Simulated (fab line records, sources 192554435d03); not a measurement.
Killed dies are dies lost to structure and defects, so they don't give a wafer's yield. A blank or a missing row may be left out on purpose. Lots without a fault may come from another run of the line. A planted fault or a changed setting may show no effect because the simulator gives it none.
Which tool did it? | flow n5_finfet | 12 lots, 36 wafers sampled, at 2 steps of a route of 1938

WHAT THE GAUGES READ, wafer by wafer
N5_BEOL_M0_CUTY_OVL_MEAS_58.
lot  | measured     | on         | M0_ABLK_OVL (nm)
L075 | day 6 01:13  | overlay-01 | -0.3 0.5 0.0
L077 | day 6 09:50  | overlay-01 | -1.0 -1.0 -0.5
L079 | day 7 01:03  | overlay-02 | 0.0 1.0 -0.4
L081 | day 7 13:33  | overlay-02 | -0.7 0.4 -0.9
L083 | day 8 08:26  | overlay-01 | 0.1 -0.1 -0.8
L085 | day 8 11:02  | overlay-02 | 0.4 0.2 0.3
L087 | day 9 02:08  | overlay-01 | 0.8 0.2 0.6
L089 | day 9 11:10  | overlay-01 | -0.1 -0.3 -0.1
L091 | day 9 21:22  | overlay-01 | -1.3 -1.9 -0.2
L093 | day 10 14:24 | overlay-02 | -1.3 -0.2 0.2
L095 | day 11 04:45 | overlay-01 | 0.8 0.3 0.8
L097 | day 11 12:02 | overlay-01 | -1.0 0.2 0.1

WHICH TOOL RAN EACH LOT (tool, then ch and the chambers of the sampled wafers, then the start)
lot  | N5_BEOL_M0_SAQP_CUT_ETCH_46
L075 | rie_diel-06 ch 1,3, day 5 23:40
L077 | rie_diel-02 ch 2,3, day 6 08:11
L079 | rie_diel-03 ch 1,3, day 6 23:45
L081 | rie_diel-02 ch 0,1,3, day 7 12:18
L083 | rie_diel-03 ch 0,3, day 8 07:11
L085 | rie_diel-02 ch 2,3, day 8 09:47
L087 | rie_diel-06 ch 0,3, day 9 00:57
L089 | rie_diel-03 ch 0,1,2, day 9 09:52
L091 | rie_diel-02 ch 1,2,3, day 9 20:07
L093 | rie_diel-03 ch 0,3, day 10 13:09
L095 | rie_diel-02 ch 0,1,3, day 11 03:38
L097 | rie_diel-03 ch 2,3, day 11 09:46
- N5_BEOL_M0_SAQP_CUT_ETCH_46: etches SOC in N2/H2, target depth 135 nm, overetch 27 nm, time 202.5 s.

THE ANSWER, worked out from the rows above alone
Rule: what is usual is taken from the lots themselves. Put in order of their means at a reading, lots are off if they are a third of the lots or fewer, leave a main group of 4 or more, and stand apart from it by a gap of 3 or more times the standard deviation of the main group's means; of several such gaps the widest counts. A main group whose means are all the same, to the digits that the tables above print for the reading, isn't used. A lot without any number at a reading at which 4 lots or more have one is off too. The other lots that the step has rows for count as sound.
No lot is off at any reading shown: from this, nothing can be told.

WHAT THE SIMULATOR HAD PUT IN
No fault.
